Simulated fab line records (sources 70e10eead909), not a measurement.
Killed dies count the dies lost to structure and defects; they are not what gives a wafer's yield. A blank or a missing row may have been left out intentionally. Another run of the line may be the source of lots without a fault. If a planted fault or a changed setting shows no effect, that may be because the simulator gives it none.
Matching of chambers / flow nand harc / rie diel-02 running NHARC_P_M0_ETCH_34: 4 sister chambers
The step etches the open film in N2/H2, target depth 40 nm, overetch 12 nm, time 43.94 s. 16 wafers are shown with their chamber, then 8 later ones without.

== WAFERS PAIRED WITH THEIR CHAMBERS ==
wafer=L076.1; chamber=2; rf vpp V (V)=436.3; oes product au (a.u.)=1.003; throttle valve pct (%)=14.174
wafer=L076.3; chamber=1; rf vpp V (V)=434.2; oes product au (a.u.)=1.000; throttle valve pct (%)=14.157
wafer=L076.4; chamber=0; rf vpp V (V)=429.9; oes product au (a.u.)=0.998; throttle valve pct (%)=14.163
wafer=L077.1; chamber=0; rf vpp V (V)=430.4; oes product au (a.u.)=1.001; throttle valve pct (%)=14.175
wafer=L077.4; chamber=1; rf vpp V (V)=433.8; oes product au (a.u.)=1.004; throttle valve pct (%)=14.175
wafer=L077.6; chamber=3; rf vpp V (V)=431.3; oes product au (a.u.)=1.001; throttle valve pct (%)=14.176
wafer=L078.1; chamber=3; rf vpp V (V)=429.1; oes product au (a.u.)=0.997; throttle valve pct (%)=14.175
wafer=L078.4; chamber=1; rf vpp V (V)=433.1; oes product au (a.u.)=1.005; throttle valve pct (%)=14.171
wafer=L078.5; chamber=1; rf vpp V (V)=434.7; oes product au (a.u.)=1.011; throttle valve pct (%)=14.174
wafer=L079.4; chamber=2; rf vpp V (V)=433.2; oes product au (a.u.)=0.999; throttle valve pct (%)=14.165
wafer=L079.5; chamber=2; rf vpp V (V)=436.2; oes product au (a.u.)=1.001; throttle valve pct (%)=14.179
wafer=L079.6; chamber=3; rf vpp V (V)=430.0; oes product au (a.u.)=0.992; throttle valve pct (%)=14.162
wafer=L083.3; chamber=1; rf vpp V (V)=434.7; oes product au (a.u.)=1.001; throttle valve pct (%)=14.166
wafer=L083.5; chamber=1; rf vpp V (V)=434.9; oes product au (a.u.)=1.011; throttle valve pct (%)=14.173
wafer=L083.6; chamber=0; rf vpp V (V)=429.0; oes product au (a.u.)=1.008; throttle valve pct (%)=14.163
wafer=L088.2; chamber=3; rf vpp V (V)=430.3; oes product au (a.u.)=1.000; throttle valve pct (%)=14.169

SIGNATURES (means of the wafers above)
reading=rf vpp V; chamber 0=429.767; chamber 1=434.233; chamber 2=435.233; chamber 3=430.175; scatter within a chamber=1
reading=oes product au; chamber 0=1.00233; chamber 1=1.00533; chamber 2=1.00100; chamber 3=0.99750; scatter within a chamber=0.00431
reading=throttle valve pct; chamber 0=14.16700; chamber 1=14.16933; chamber 2=14.17267; chamber 3=14.17050; scatter within a chamber=0.0068
Rule: a wafer lies at a distance from a chamber equal to the root of the sum of squares, over the readings, of (its reading less the chamber's mean, divided by the reading's scatter). If the next closest chamber is less than 2 further off than the closest, the wafer can't be placed; otherwise it belongs to the closest. The scatter is the square root of a quotient: the sum, over the shown wafers, of each reading's squared deviation from its chamber's mean, divided by wafers minus chambers.

== WAFERS WITHOUT THEIR CHAMBER ==
wafer=L088.5; rf vpp V (V)=436.2; oes product au (a.u.)=1.007; throttle valve pct (%)=14.186
wafer=L088.6; rf vpp V (V)=429.7; oes product au (a.u.)=1.021; throttle valve pct (%)=14.182
wafer=L086.2; rf vpp V (V)=430.4; oes product au (a.u.)=0.993; throttle valve pct (%)=14.174
wafer=L086.4; rf vpp V (V)=434.2; oes product au (a.u.)=1.012; throttle valve pct (%)=14.160
wafer=L086.6; rf vpp V (V)=433.8; oes product au (a.u.)=1.008; throttle valve pct (%)=14.179
wafer=L092.2; rf vpp V (V)=429.0; oes product au (a.u.)=0.988; throttle valve pct (%)=14.185
wafer=L092.5; rf vpp V (V)=435.6; oes product au (a.u.)=1.000; throttle valve pct (%)=14.184
wafer=L092.6; rf vpp V (V)=428.4; oes product au (a.u.)=0.999; throttle valve pct (%)=14.173

== EACH ONE'S CHAMBER ==
wafer=L088.5; from the rows above=can't be placed: 2 or 1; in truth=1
wafer=L088.6; from the rows above=can't be placed: 0 or 3 or 1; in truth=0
wafer=L086.2; from the rows above=can't be placed: 3 or 0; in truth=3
wafer=L086.4; from the rows above=can't be placed: 1 or 2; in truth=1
wafer=L086.6; from the rows above=can't be placed: 1 or 2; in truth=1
wafer=L092.2; from the rows above=can't be placed: 3 or 0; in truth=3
wafer=L092.5; from the rows above=can't be placed: 2 or 1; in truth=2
wafer=L092.6; from the rows above=can't be placed: 0 or 3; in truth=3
Correct placement for 0 of the 8. These rows do not allow placing 8 (true chamber among the candidates in 8). 0 placed wrongly.
